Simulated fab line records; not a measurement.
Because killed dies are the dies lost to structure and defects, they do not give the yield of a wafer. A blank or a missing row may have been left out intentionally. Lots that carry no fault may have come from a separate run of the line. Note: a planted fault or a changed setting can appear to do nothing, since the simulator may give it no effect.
Matching of chambers + flow nand-harc + ald-metal-01 running NHARC_A_WL_FILL_ALD_19: 4 sister chambers
The step deposits TiN, target thk 2 nm, pulse time 3 s, ald cycles 100. 16 wafers are shown with their chamber, then 8 later ones without.

== WAFERS, EACH WITH ITS CHAMBER ==
| wafer  | chamber | heater-power-w (W) | precursor-pulse-height-rel |
|--------|---------|--------------------|----------------------------|
| L074.2 | 1       | 887                | 0.967                      |
| L074.3 | 3       | 1164               | 0.968                      |
| L074.4 | 0       | 962                | 0.970                      |
| L076.1 | 1       | 889                | 0.989                      |
| L076.3 | 0       | 989                | 0.991                      |
| L076.6 | 0       | 975                | 1.001                      |
| L081.2 | 0       | 997                | 0.980                      |
| L081.5 | 0       | 1016               | 0.966                      |
| L081.6 | 2       | 1221               | 1.004                      |
| L084.1 | 0       | 986                | 0.975                      |
| L084.5 | 1       | 863                | 1.027                      |
| L084.6 | 0       | 975                | 0.981                      |
| L086.3 | 1       | 888                | 0.992                      |
| L086.4 | 3       | 1186               | 0.991                      |
| L086.6 | 0       | 989                | 1.019                      |
| L091.2 | 1       | 903                | 1.018                      |

SIGNATURES, as means of the wafers listed above
| reading                    | chamber 0 | chamber 1 | chamber 2 | chamber 3 | scatter within a chamber |
|----------------------------|-----------|-----------|-----------|-----------|--------------------------|
| heater-power-w             | 986.12    | 886.00    | 1221.00   | 1175.00   | 15.6                     |
| precursor-pulse-height-rel | 0.98538   | 0.99860   | 1.00400   | 0.97950   | 0.0199                   |
Rule: for a wafer and a chamber, the distance is found by dividing, reading by reading, the gap between the wafer's reading and the chamber's mean by the reading's scatter, squaring, summing and taking the root. The wafer belongs to the nearest chamber; if the next one is less than 2 further off, it can't be placed. The scatter: take each reading less its chamber's mean, square it, sum over the shown wafers, divide by the number of wafers less the number of chambers, and take the root.

== WAFERS WITH NO CHAMBER GIVEN ==
| wafer  | heater-power-w (W) | precursor-pulse-height-rel |
|--------|--------------------|----------------------------|
| L091.3 | 1150               | 0.990                      |
| L091.4 | 983                | 0.950                      |
| L094.1 | 1114               | 1.024                      |
| L094.3 | 862                | 0.996                      |
| L094.5 | 909                | 1.024                      |
| L093.2 | 1004               | 1.009                      |
| L093.4 | 1186               | 1.004                      |
| L093.5 | 980                | 1.016                      |

== WHICH CHAMBER EACH ONE RAN IN ==
| wafer  | from the rows above     | in truth                   |
|--------|-------------------------|----------------------------|
| L091.3 | 3                       | 3                          |
| L091.4 | 0                       | 0                          |
| L094.1 | 3                       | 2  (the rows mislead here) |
| L094.3 | 1                       | 1                          |
| L094.5 | 1                       | 1                          |
| L093.2 | 0                       | 0                          |
| L093.4 | can't be placed: 3 or 2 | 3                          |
| L093.5 | 0                       | 0                          |
6 of 8 placed correctly. Not placeable from these rows: 1 (in 1, the candidates include the true chamber). 1 placed wrongly.
